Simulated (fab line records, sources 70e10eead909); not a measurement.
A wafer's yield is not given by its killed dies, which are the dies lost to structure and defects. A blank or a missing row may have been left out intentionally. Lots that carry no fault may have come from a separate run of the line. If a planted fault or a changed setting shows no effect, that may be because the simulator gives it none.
Chamber matching	flow nand-harc	4 sister chambers for NHARC_P_CONTACT_DESCUM_17 on rie-diel-02
The step chemistry O2, time 3 s. 4 wafers are shown with their chamber, then 8 later ones without.

== WAFERS, EACH WITH ITS CHAMBER ==
wafer	chamber	drypump-motor-current-A (A)
L091.2	2	6.3
L091.3	1	5.8
L091.6	3	5.7
L092.1	0	6.0

== WAFERS WITH NO CHAMBER GIVEN ==
wafer	drypump-motor-current-A (A)
L092.3	6.4
L092.5	5.7
L096.4	5.8
L096.5	6.0
L096.6	5.8
L097.1	6.3
L097.3	5.7
L097.4	6.0

== CHAMBER TAKEN BY EACH ==
wafer	from the rows above	in truth
L092.3	2	2
L092.5	3	3
L096.4	1	1
L096.5	0	0
L096.6	1	1
L097.1	2	2
L097.3	3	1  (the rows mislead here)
L097.4	0	0
7 of 8 placed correctly. Can't be placed from these rows: 0. Placed wrongly: 1.
How it was worked out, from the rows above alone: a wafer's distance from a chamber is the root of the sum, over the readings, of the square of ((its reading less the chamber's mean) divided by the reading's scatter). The wafer belongs to the nearest chamber; if the next one is less than 2 further off, it can't be placed. For every chamber, the mean is computed from those of its wafers that are shown. The scatter (one wafer shown for each chamber): square how far every hidden wafer sits from the nearest shown wafer, average those squares and take the square root.
